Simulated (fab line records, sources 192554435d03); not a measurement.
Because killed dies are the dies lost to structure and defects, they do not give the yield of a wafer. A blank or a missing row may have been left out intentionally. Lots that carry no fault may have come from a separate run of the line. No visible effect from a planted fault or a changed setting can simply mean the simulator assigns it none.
Chamber matching | flow n5 finfet | N5_BEOL_M5_DEP_56 on pecvd-04 has 3 sister chambers
The step deposits SiCN from 3MS/NH3, target thk 8 nm, time 14 s. 3 wafers are shown with their chamber, then 8 later ones without.

## WAFERS WITH THEIR CHAMBER
wafer  | chamber | throttle valve pct (%)
L079.2 | 2       | 8.8
L086.4 | 0       | 9.1
L090.2 | 1       | 10.6

## WAFERS WITH NO CHAMBER GIVEN
wafer  | throttle valve pct (%)
L090.5 | 10.6
L090.6 | 9.1
L095.1 | 10.2
L095.2 | 9.0
L095.3 | 8.2
L096.1 | 9.1
L096.4 | 10.6
L096.5 | 9.7

## WHICH CHAMBER EACH WENT THROUGH
wafer  | from the rows above          | in truth
L090.5 | 1                            | 1
L090.6 | can't be placed: 0 or 2      | 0
L095.1 | 1                            | 1
L095.2 | can't be placed: 0 or 2      | 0
L095.3 | can't be placed: 2 or 0      | 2
L096.1 | can't be placed: 0 or 2      | 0
L096.4 | 1                            | 1
L096.5 | can't be placed: 0 or 2 or 1 | 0
Correctly placed: 3 of 8. Can't be placed from these rows: 5 (the true chamber is among the candidates in 5). Number placed wrongly: 0.
How it was worked out, from the rows above alone: a wafer's distance from a chamber is the root of the sum, over the readings, of the square of ((its reading less the chamber's mean) divided by the reading's scatter). If the next closest chamber is less than 2 further off than the closest, the wafer can't be placed; otherwise it belongs to the closest. Each chamber's mean is taken over the wafers shown for it. The scatter: root of mean squared gap, hidden wafer to nearest shown wafer, with one shown wafer a chamber.
